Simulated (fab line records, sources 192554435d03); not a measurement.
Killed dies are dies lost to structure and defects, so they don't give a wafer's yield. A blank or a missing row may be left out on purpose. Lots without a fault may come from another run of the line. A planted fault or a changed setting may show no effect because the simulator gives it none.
Which tool did it? | flow n5_finfet | 9 lots, 27 wafers sampled, at 5 steps of a route of 1938

WHAT THE GAUGES READ, wafer by wafer
N5_BEOL_M4_RC_MEAS_101. Usual: DIBL_N 36.4 mV/V, standard deviation 2.7; DIBL_P 36 mV/V, standard deviation 3.2; IOFF_N 0.16 nA/um, standard deviation 0.046; IOFF_P 0.21 nA/um, standard deviation 0.055; ION_N 677 uA/um, standard deviation 15; ION_P 464 uA/um, standard deviation 11; SS_N 71.5 mV/dec, standard deviation 0.79; SS_P 73.3 mV/dec, standard deviation 0.93; VT_N 250 mV, standard deviation 4.1; VT_P -251 mV, standard deviation 4.4.
lot  | measured     | on        | DIBL_N (mV/V)  | DIBL_P (mV/V) | IOFF_N (nA/um) | IOFF_P (nA/um) | ION_N (uA/um) | ION_P (uA/um) | SS_N (mV/dec)  | SS_P (mV/dec)  | VT_N (mV)   | VT_P (mV)      | flag
L819 | day 7 20:13  | prober-01 | 34.9 36.4 39.0 | 35 37 41      | 0.14 0.18 0.23 | 0.22 0.26 0.35 | 670 683 690   | 466 472 470   | 72.1 72.4 72.5 | 73.6 73.2 75.1 | 251 247 247 | -247 -245 -240 |
L820 | day 7 22:32  | prober-02 | 37.0 43.5 39.5 | 35 44 38      | 0.16 0.32 0.22 | 0.21 0.42 0.29 | 680 733 692   | 467 500 479   | 71.0 72.7 71.5 | 73.8 76.2 73.5 | 249 242 244 | -249 -240 -245 |
L822 | day 8 21:05  | prober-01 | 38.3 37.2 35.4 | 40 38 36      | 0.22 0.19 0.16 | 0.36 0.28 0.26 | 695 691 682   | 487 478 481   | 72.9 72.2 72.0 | 73.0 73.6 73.0 | 242 245 248 | -239 -242 -243 |
L823 | day 9 14:45  | prober-02 | 31.4 36.5 35.3 | 29 36 34      | 0.09 0.17 0.14 | 0.13 0.21 0.18 | 648 691 677   | 452 470 463   | 69.9 71.7 71.3 | 71.0 72.6 72.5 | 256 246 252 | -257 -249 -253 |
L825 | day 10 10:13 | prober-02 | 31.4 31.9 34.2 | 30 31 34      | 0.10 0.11 0.12 | 0.14 0.14 0.17 | 677 659 652   | 464 458 451   | 70.5 70.4 71.1 | 72.7 72.8 73.1 | 257 256 257 | -254 -254 -257 |
L826 | day 10 16:34 | prober-01 | 32.3 36.5 33.2 | 32 38 33      | 0.10 0.17 0.11 | 0.15 0.23 0.16 | 669 687 665   | 465 472 458   | 70.9 71.7 70.6 | 71.4 72.6 71.4 | 255 248 251 | -253 -250 -252 |
L831 | day 11 09:40 | prober-02 | 35.0 33.4 32.7 | 36 34 33      | 0.17 0.15 0.13 | 0.21 0.20 0.17 | 704 691 668   | 478 471 460   | 71.3 70.3 70.5 | 73.8 72.8 72.9 | 246 246 249 | -248 -248 -253 |
L837 | day 12 22:44 | prober-02 | 34.7 37.8 34.3 | 35 41 36      | 0.13 0.18 0.12 | 0.14 0.22 0.16 | 667 671 658   | 445 450 445   | 71.0 72.3 71.2 | 72.4 73.9 72.7 | 255 251 254 | -255 -253 -258 |
L842 | day 14 07:26 | prober-01 | 28.6 32.5 32.1 | 29 32 33      | 0.06 0.11 0.11 | 0.09 0.12 0.13 | 633 658 677   | 435 440 462   | 70.3 71.0 70.6 | 70.7 71.9 71.7 | 264 256 253 | -265 -259 -259 |

WHICH TOOL RAN EACH LOT (tool, then ch and the chambers of the sampled wafers, then the start)
lot  | N5_GATE_CUT_CUT_ETCH_53           | N5_GATE_CUT_CUT_ETCH_54           | N5_GATE_CUT_VAPOR_ETCH_48         | N5_GATE_CUT_VAPOR_ETCH_51
L819 | rie_metal-03 ch 0,1, day 4 11:28  | rie_metal-03 ch 0,1, day 4 11:31  | rie_metal-03 ch 0,1, day 4 11:38  | rie_metal-03 ch 0,1, day 4 11:42
L820 | rie_metal-01 ch 0, day 4 20:41    | rie_metal-01 ch 0, day 4 20:45    | rie_metal-01 ch 0, day 4 20:52    | rie_metal-01 ch 0, day 4 20:56
L822 | rie_metal-02 ch 0,1, day 5 05:20  | rie_metal-02 ch 0,1, day 5 05:23  | rie_metal-02 ch 0,1, day 5 05:30  | rie_metal-02 ch 0,1, day 5 05:34
L823 | rie_metal-02 ch 0,1, day 5 14:28  | rie_metal-02 ch 0,1, day 5 14:31  | rie_metal-02 ch 0,1, day 5 14:38  | rie_metal-02 ch 0,1, day 5 14:42
L825 | rie_metal-01 ch 0, day 6 05:38    | rie_metal-01 ch 0, day 6 05:41    | rie_metal-01 ch 0, day 6 05:49    | rie_metal-01 ch 0, day 6 05:52
L826 | rie_metal-02 ch 0,1, day 6 11:29  | rie_metal-02 ch 0,1, day 6 11:34  | rie_metal-02 ch 0,1, day 6 11:44  | rie_metal-02 ch 0,1, day 6 11:49
L831 | rie_metal-03 ch 1, day 7 11:33    | rie_metal-03 ch 1, day 7 11:43    | rie_metal-03 ch 1, day 7 12:00    | rie_metal-03 ch 1, day 7 12:10
L837 | rie_metal-03 ch 0,1, day 9 00:22  | rie_metal-03 ch 0,1, day 9 00:25  | rie_metal-03 ch 0,1, day 9 00:32  | rie_metal-03 ch 0,1, day 9 00:36
L842 | rie_metal-01 ch 0,1, day 10 05:32 | rie_metal-01 ch 0,1, day 10 05:36 | rie_metal-01 ch 0,1, day 10 05:43 | rie_metal-01 ch 0,1, day 10 05:47
- N5_GATE_CUT_CUT_ETCH_53: etches W in SF6/Cl2, target depth 79.2 nm.
- N5_GATE_CUT_CUT_ETCH_54: etches TiN in Cl2/BCl3, target depth 96.7 nm.
- N5_GATE_CUT_VAPOR_ETCH_48: etches TiN in BCl3/Cl2.
- N5_GATE_CUT_VAPOR_ETCH_51: etches HfO2 in BCl3/Cl2.

WHAT THE TOOLS THEMSELVES READ (means of the sampled wafers that have a number; where no wafer has one, the mark that the record gives instead)
N5_GATE_CUT_CUT_ETCH_53. Usual: SF6_flow_sccm 40.00 sccm, standard deviation 0.11; bias_w 79.98 W, standard deviation 0.22; drypump_motor_current_A 5.8 A, standard deviation 0.38; etch_rf_on_time_s 26.2 s, standard deviation 0.78; oes_product_au 0.69 a.u., standard deviation 0.082; rf_fwd_power_W 879 W, standard deviation 4.5; throttle_valve_pct 28.9 %, standard deviation 0.5.
lot  | tool         | SF6_flow_sccm (sccm) | bias_w (W) | drypump_motor_current_A (A) | etch_rf_on_time_s (s) | oes_product_au (a.u.) | rf_fwd_power_W (W) | throttle_valve_pct (%) | flag
L819 | rie_metal-03 | 40.07                | 80.04      | 5.6                         | 26.0                  | 0.71                  | 881                | 29.4                   |
L820 | rie_metal-01 | 40.03                | 80.10      | 5.8                         | 25.4                  | 0.72                  | 886                | 28.1                   |
L822 | rie_metal-02 | 40.04                | 80.04      | 6.2                         | 26.9                  | 0.74                  | 876                | 28.8                   |
L823 | rie_metal-02 | 40.00                | 80.21      | 5.8                         | 26.4                  | 0.66                  | 877                | 28.9                   |
L825 | rie_metal-01 | 40.11                | 80.11      | 5.8                         | 25.2                  | 0.72                  | 887                | 28.1                   |
L826 | rie_metal-02 | 40.00                | 79.95      | 6.3                         | 26.8                  | 0.72                  | 878                | 28.8                   |
L831 | rie_metal-03 | 39.90                | 80.20      | 5.9                         | 27.2                  | 0.72                  | 877                | 28.9                   |
L837 | rie_metal-03 | 40.11                | 80.03      | 5.6                         | 25.8                  | 0.69                  | 873                | 29.4                   |
L842 | rie_metal-01 | 40.00                | 80.19      | 5.7                         | 25.2                  | 0.76                  | 885                | 28.3                   |

N5_GATE_CUT_CUT_ETCH_54. Usual: bias_w 126.0 W, standard deviation 0.37; drypump_motor_current_A 5.8 A, standard deviation 0.39; etch_rf_on_time_s 36.6 s, standard deviation 1.1; oes_product_au 0.68 a.u., standard deviation 0.081; rf_fwd_power_W 979 W, standard deviation 6; throttle_valve_pct 22.3 %, standard deviation 0.34.
lot  | tool         | bias_w (W) | drypump_motor_current_A (A) | etch_rf_on_time_s (s) | oes_product_au (a.u.) | rf_fwd_power_W (W) | throttle_valve_pct (%) | flag
L819 | rie_metal-03 | 125.4      | 5.6                         | 36.4                  | 0.71                  | 974                | 22.6                   |
L820 | rie_metal-01 | 125.9      | 5.9                         | 35.6                  | 0.71                  | 989                | 21.7                   |
L822 | rie_metal-02 | 126.1      | 6.2                         | 37.1                  | 0.74                  | 975                | 22.2                   |
L823 | rie_metal-02 | 125.8      | 5.8                         | 37.0                  | 0.66                  | 977                | 22.3                   |
L825 | rie_metal-01 | 125.8      | 5.8                         | 35.5                  | 0.71                  | 988                | 21.7                   |
L826 | rie_metal-02 | 125.9      | 6.3                         | 37.2                  | 0.73                  | 975                | 22.2                   |
L831 | rie_metal-03 | 126.0      | 5.9                         | 37.8                  | 0.72                  | 970                | 22.3                   |
L837 | rie_metal-03 | 130.2      | 5.6                         | 36.0                  | 0.69                  | 976                | 22.6                   | OFF
L842 | rie_metal-01 | 126.2      | 5.7                         | 35.2                  | 0.76                  | 983                | 21.8                   |

N5_GATE_CUT_VAPOR_ETCH_48. Usual: drypump_motor_current_A 5.8 A, standard deviation 0.38; oes_product_au 0.76 a.u., standard deviation 0.097.
lot  | tool         | drypump_motor_current_A (A) | oes_product_au (a.u.) | flag
L819 | rie_metal-03 | 5.6                         | 0.77                  |
L820 | rie_metal-01 | 5.8                         | 0.78                  |
L822 | rie_metal-02 | 6.2                         | 0.83                  |
L823 | rie_metal-02 | 5.8                         | 0.75                  |
L825 | rie_metal-01 | 5.8                         | 0.77                  |
L826 | rie_metal-02 | 6.3                         | 0.83                  |
L831 | rie_metal-03 | 5.8                         | 0.80                  |
L837 | rie_metal-03 | 5.6                         | 0.75                  |
L842 | rie_metal-01 | 5.7                         | 0.83                  |

N5_GATE_CUT_VAPOR_ETCH_51. Usual: drypump_motor_current_A 5.8 A, standard deviation 0.38; oes_product_au 0.76 a.u., standard deviation 0.097.
lot  | tool         | drypump_motor_current_A (A) | oes_product_au (a.u.) | flag
L819 | rie_metal-03 | 5.6                         | 0.78                  |
L820 | rie_metal-01 | 5.9                         | 0.77                  |
L822 | rie_metal-02 | 6.3                         | 0.83                  |
L823 | rie_metal-02 | 5.8                         | 0.74                  |
L825 | rie_metal-01 | 5.8                         | 0.77                  |
L826 | rie_metal-02 | 6.2                         | 0.82                  |
L831 | rie_metal-03 | 5.9                         | 0.80                  |
L837 | rie_metal-03 | 5.6                         | 0.76                  |
L842 | rie_metal-01 | 5.7                         | 0.82                  |

THE ANSWER, worked out from the rows above alone
Rule: a lot is off if the mean of its wafers that have a number lies more than 3 standard deviations from the usual mean. A lot without any number at a reading at which 4 lots or more have one is off too. The other lots that the step has rows for count as sound. The gauges are gone through in route order, then the tools' own readings, and for those a lot's mean is taken as printed above. The first step at which some lot is off is used, and at that step the reading that is off furthest; a lot without a number counts as furthest.
Off: L837, at N5_GATE_CUT_CUT_ETCH_54 (bias_w).
A tool fits if, at that step or a process step before it, it ran every lot that is off, and no sound lot after the first of them. One fits: rie_metal-03 at N5_GATE_CUT_CUT_ETCH_53 and N5_GATE_CUT_CUT_ETCH_54. At N5_GATE_CUT_CUT_ETCH_53 its last sound lot is L831 (day 7 11:33), its first lot that is off L837 (day 9 00:22): a fault that began between those two fits.

WHAT THE SIMULATOR HAD PUT IN
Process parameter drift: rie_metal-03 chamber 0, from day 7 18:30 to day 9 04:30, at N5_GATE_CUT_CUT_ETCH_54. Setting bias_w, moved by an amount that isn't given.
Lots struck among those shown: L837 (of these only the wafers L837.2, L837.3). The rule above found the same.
